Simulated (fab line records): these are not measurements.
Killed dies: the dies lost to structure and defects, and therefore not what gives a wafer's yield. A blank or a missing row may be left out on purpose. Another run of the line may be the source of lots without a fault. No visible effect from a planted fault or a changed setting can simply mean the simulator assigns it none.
What tool caused it? + flow n5_finfet + 26 wafers from 10 lots sampled at 6 of the route's 1938 steps

## WHAT EACH GAUGE READ, for each wafer
N5_STI_FIN_REVEAL_FIN_H_MEAS_10.
| lot  | measured    | on     | trench_depth_nm (nm) |
|------|-------------|--------|----------------------|
| L643 | day 2 13:37 | ocd-01 | 52.4 52.9 52.5       |
| L646 | day 3 09:08 | ocd-02 | 51.5 51.7 51.0       |
| L648 | day 3 23:26 | ocd-02 | 51.9 51.8 51.7       |
| L650 | day 4 08:01 | ocd-02 | 51.6 52.8 52.0       |
| L654 | day 5 10:10 | ocd-02 | 53.3 51.7 52.8       |
| L655 | day 5 14:02 | ocd-02 | 52.7 51.7            |
| L658 | day 6 06:31 | ocd-02 | 52.2 51.6 50.4       |
| L663 | day 7 13:25 | ocd-01 | 51.8 56.5            |
| L664 | day 7 18:20 | ocd-01 | 53.1 57.5            |
| L665 | day 8 01:28 | ocd-02 | 56.8 55.8            |

N5_DUMMY_GATE_THK_MEAS_05.
| lot  | measured    | on            | thk_nm (nm)    |
|------|-------------|---------------|----------------|
| L643 | day 2 20:06 | film_metro-01 | 70.9 72.4 73.2 |
| L646 | day 3 13:25 | film_metro-02 | 70.2 71.8 71.7 |
| L648 | day 4 03:44 | film_metro-01 | 72.0 72.4 72.1 |
| L650 | day 4 12:34 | film_metro-01 | 73.2 72.2 73.1 |
| L654 | day 5 14:29 | film_metro-02 | 74.3 76.3 75.0 |
| L655 | day 5 18:23 | film_metro-01 | 73.8 72.5      |
| L658 | day 6 10:48 | film_metro-01 | 70.6 70.7 70.2 |
| L663 | day 7 17:41 | film_metro-02 | 70.7 71.0      |
| L664 | day 7 22:38 | film_metro-02 | 73.3 71.8      |
| L665 | day 8 05:52 | film_metro-01 | 74.3 69.6      |

N5_BEOL_M4_RC_MEAS_101.
| lot  | measured     | on        | DIBL_N (mV/V)  | DIBL_P (mV/V)  | IOFF_N (nA/um) | IOFF_P (nA/um) | ION_N (uA/um) | ION_P (uA/um) | SS_N (mV/dec)  | SS_P (mV/dec)  | VT_N (mV)   | VT_P (mV)      |
|------|--------------|-----------|----------------|----------------|----------------|----------------|---------------|---------------|----------------|----------------|-------------|----------------|
| L643 | day 7 20:41  | prober-01 | 35.0 32.8 33.8 | 34.6 32.3 32.1 | 0.13 0.11 0.12 | 0.20 0.17 0.16 | 672 658 665   | 464 457 461   | 71.2 70.6 71.6 | 72.7 72.4 72.1 | 250 256 254 | -250 -251 -251 |
| L646 | day 9 02:25  | prober-02 | 33.3 36.6 34.8 | 33.6 37.5 34.4 | 0.12 0.17 0.14 | 0.15 0.20 0.15 | 657 680 656   | 446 458 444   | 70.9 72.6 71.8 | 73.0 73.8 73.3 | 253 247 251 | -255 -251 -255 |
| L648 | day 9 03:22  | prober-01 | 38.7 36.1 33.1 | 39.3 35.5 32.3 | 0.21 0.16 0.12 | 0.26 0.19 0.16 | 690 675 662   | 471 459 452   | 72.2 72.4 71.2 | 74.5 73.7 72.1 | 245 249 252 | -249 -251 -253 |
| L650 | day 9 22:17  | prober-01 | 36.5 34.2 35.0 | 35.6 34.0 34.3 | 0.15 0.13 0.13 | 0.20 0.19 0.19 | 672 682 673   | 462 473 465   | 71.5 70.9 70.7 | 73.3 72.4 72.6 | 249 253 251 | -249 -250 -249 |
| L654 | day 10 14:30 | prober-01 | 38.5 32.9 37.7 | 36.9 30.5 36.0 | 0.16 0.09 0.16 | 0.26 0.17 0.25 | 684 639 674   | 475 447 474   | 71.2 70.3 71.4 | 73.7 72.9 73.6 | 248 257 248 | -247 -250 -245 |
| L655 | day 11 07:55 | prober-01 | 34.9 35.5      | 34.8 36.6      | 0.14 0.15      | 0.18 0.20      | 681 666       | 466 456       | 71.4 71.6      | 72.5 73.4      | 250 246     | -250 -254      |
| L658 | day 12 00:31 | prober-01 | 35.9 34.5 33.3 | 34.9 34.9 32.4 | 0.14 0.14 0.10 | 0.17 0.17 0.15 | 670 656 632   | 458 452 438   | 71.9 71.3 71.4 | 73.3 74.0 73.3 | 253 248 254 | -257 -256 -259 |
| L663 | day 13 05:34 | prober-02 | 38.0 34.0      | 39.0 35.1      | 0.20 0.14      | 0.25 0.19      | 685 725       | 465 492       | 72.1 71.3      | 74.5 72.9      | 248 250     | -251 -249      |
| L664 | day 13 02:10 | prober-02 | 35.9 34.7      | 36.9 34.7      | 0.17 0.15      | 0.28 0.23      | 684 719       | 476 497       | 71.5 71.4      | 74.2 72.2      | 249 250     | -243 -248      |
| L665 | day 13 18:25 | prober-01 | 32.0 36.8      | 32.9 40.1      | 0.13 0.21      | 0.16 0.25      | 718 724       | 495 496       | 71.2 72.7      | 72.3 74.4      | 248 243     | -254 -249      |

## WHICH TOOL RAN EACH LOT (tool, then ch and the chambers of the sampled wafers, then the start)
| lot  | N5_STI_FIN_REVEAL_ALD_00         | N5_STI_FIN_REVEAL_STRIP_24        | N5_STI_FIN_REVEAL_RECESS_09       |
|------|----------------------------------|-----------------------------------|-----------------------------------|
| L643 | ald_sin-01 ch 1,2,3, day 2 05:02 | rie_diel-01 ch 0,1, day 2 10:41   | vapor_etch-01 ch 0,1, day 2 10:54 |
| L646 | ald_sin-03 ch 1,2, day 2 23:57   | rie_diel-01 ch 0,2, day 3 06:13   | vapor_etch-02 ch 0,1, day 3 06:58 |
| L648 | ald_sin-03 ch 1,3, day 3 14:39   | rie_diel-06 ch 0,1,3, day 3 20:29 | vapor_etch-02 ch 1, day 3 20:42   |
| L650 | ald_sin-03 ch 0,1, day 3 23:23   | rie_diel-04 ch 2,3, day 4 05:02   | vapor_etch-02 ch 0,1, day 4 05:16 |
| L654 | ald_sin-04 ch 1,3, day 5 01:36   | rie_diel-01 ch 2,3, day 5 07:15   | vapor_etch-02 ch 0,1, day 5 07:29 |
| L655 | ald_sin-03 ch 0,3, day 5 05:25   | rie_diel-01 ch 0,1, day 5 11:10   | vapor_etch-01 ch 0,1, day 5 12:23 |
| L658 | ald_sin-03 ch 0,1,2, day 5 21:29 | rie_diel-01 ch 0,1,2, day 6 03:37 | vapor_etch-02 ch 0,1, day 6 03:49 |
| L663 | ald_sin-04 ch 2,3, day 7 03:51   | rie_diel-04 ch 0,3, day 7 10:00   | vapor_etch-02 ch 0,1, day 7 10:13 |
| L664 | ald_sin-01 ch 1,2, day 7 09:38   | rie_diel-06 ch 1,2, day 7 15:19   | vapor_etch-02 ch 0,1, day 7 15:32 |
| L665 | ald_sin-01 ch 0,1, day 7 16:50   | rie_diel-04 ch 0,2, day 7 22:32   | vapor_etch-02 ch 0,1, day 7 22:45 |
- N5_STI_FIN_REVEAL_ALD_00: deposits SiO2, target thk 1 nm, pulse time 1 s.
- N5_STI_FIN_REVEAL_STRIP_24: strips in N2/H2, time 90 s.
- N5_STI_FIN_REVEAL_RECESS_09: chemistry HF/NH3, target SiO2, afs cycles 11, target depth 42.5 nm, sublimation time 60 s.

## WHAT THE TOOLS THEMSELVES READ (means of the sampled wafers that have a number; where no wafer has one, the mark that the record gives instead)
N5_STI_FIN_REVEAL_ALD_00.
| lot  | tool       | heater_power_w (W) | precursor_pulse_height_rel |
|------|------------|--------------------|----------------------------|
| L643 | ald_sin-01 | 506                | 0.995                      |
| L646 | ald_sin-03 | 446                | 1.005                      |
| L648 | ald_sin-03 | 492                | 1.004                      |
| L650 | ald_sin-03 | 482                | 0.986                      |
| L654 | ald_sin-04 | 491                | 1.007                      |
| L655 | ald_sin-03 | 486                | 1.000                      |
| L658 | ald_sin-03 | 473                | 1.015                      |
| L663 | ald_sin-04 | 492                | 0.994                      |
| L664 | ald_sin-01 | 504                | 0.981                      |
| L665 | ald_sin-01 | 468                | 0.982                      |

N5_STI_FIN_REVEAL_STRIP_24.
| lot  | tool        | drypump_motor_current_A (A) | h2_flow_sccm (sccm) | oes_product_au (a.u.) | rf_vpp_V (V) | showerhead_plenum_p_Torr (Torr) | throttle_valve_pct (%) |
|------|-------------|-----------------------------|---------------------|-----------------------|--------------|---------------------------------|------------------------|
| L643 | rie_diel-01 | 5.3                         | 300.1               | 0.72                  | 45.6         | 3.52                            | 12.61                  |
| L646 | rie_diel-01 | 5.6                         | 300.5               | 0.70                  | 45.1         | 3.32                            | 12.64                  |
| L648 | rie_diel-06 | 5.9                         | 299.2               | 0.82                  | 44.9         | 3.41                            | 12.06                  |
| L650 | rie_diel-04 | 6.0                         | 300.2               | 0.81                  | 45.2         | 3.35                            | 11.92                  |
| L654 | rie_diel-01 | 5.7                         | 299.3               | 0.83                  | 44.6         | 3.36                            | 12.31                  |
| L655 | rie_diel-01 | 5.3                         | 299.4               | 0.84                  | 45.5         | 3.51                            | 12.34                  |
| L658 | rie_diel-01 | 5.5                         | 300.7               | 0.78                  | 44.9         | 3.41                            | 12.46                  |
| L663 | rie_diel-04 | 6.2                         | 300.8               | 0.85                  | 44.9         | 3.35                            | 11.93                  |
| L664 | rie_diel-06 | 5.8                         | 299.0               | 0.76                  | 46.3         | 3.42                            | 12.34                  |
| L665 | rie_diel-04 | 5.8                         | 300.6               | 0.80                  | 45.6         | 3.48                            | 12.00                  |

N5_STI_FIN_REVEAL_RECESS_09.
| lot  | tool          | drypump_motor_current_A (A) |
|------|---------------|-----------------------------|
| L643 | vapor_etch-01 | 5.65                        |
| L646 | vapor_etch-02 | 5.41                        |
| L648 | vapor_etch-02 | 5.60                        |
| L650 | vapor_etch-02 | 5.49                        |
| L654 | vapor_etch-02 | 5.41                        |
| L655 | vapor_etch-01 | 5.55                        |
| L658 | vapor_etch-02 | 5.51                        |
| L663 | vapor_etch-02 | 5.47                        |
| L664 | vapor_etch-02 | 5.45                        |
| L665 | vapor_etch-02 | 5.44                        |

## THE ANSWER, worked out from the rows above alone
Rule: the usual values come from the lots themselves. Put in order of their means at a reading, lots are off if they are a third of the lots or fewer, leave a main group of 4 or more, and stand apart from it by a gap of 3 or more times the standard deviation of the main group's means; of several such gaps the widest counts. If all means in a main group match to the digits the tables above print for the reading, that group is not used. Also off: a lot with no number at a reading for which 4 or more lots have one. All remaining lots with rows at the step are treated as sound. Order of review: gauges by route order, followed by the tools' own readings, for which a lot's mean as printed above is used. At the first step where some lot is off, the reading lying furthest off is the one used; lots without a number count as furthest.
Off: L663, L664, L665, at N5_STI_FIN_REVEAL_FIN_H_MEAS_10 (trench_depth_nm). The main group: mean 52.0 nm, standard deviation 0.47.
If a tool, at a process step before that reading, ran all the lots that are off and no sound lot after the first of them, it fits. Not tried: the gauges at N5_STI_FIN_REVEAL_FIN_H_MEAS_10; whatever is off there is also off at N5_BEOL_M4_RC_MEAS_101, on other tools, and gauge error can't account for it. One fits: vapor_etch-02 at N5_STI_FIN_REVEAL_RECESS_09. Its last sound lot is L658 (day 6 03:49), its first lot that is off L663 (day 7 10:13): a fault that began between those two fits.

## WHAT WAS PUT IN BY THE SIMULATOR
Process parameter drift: vapor_etch-02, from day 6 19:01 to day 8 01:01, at N5_STI_FIN_REVEAL_RECESS_09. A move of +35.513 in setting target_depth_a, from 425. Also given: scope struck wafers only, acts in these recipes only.
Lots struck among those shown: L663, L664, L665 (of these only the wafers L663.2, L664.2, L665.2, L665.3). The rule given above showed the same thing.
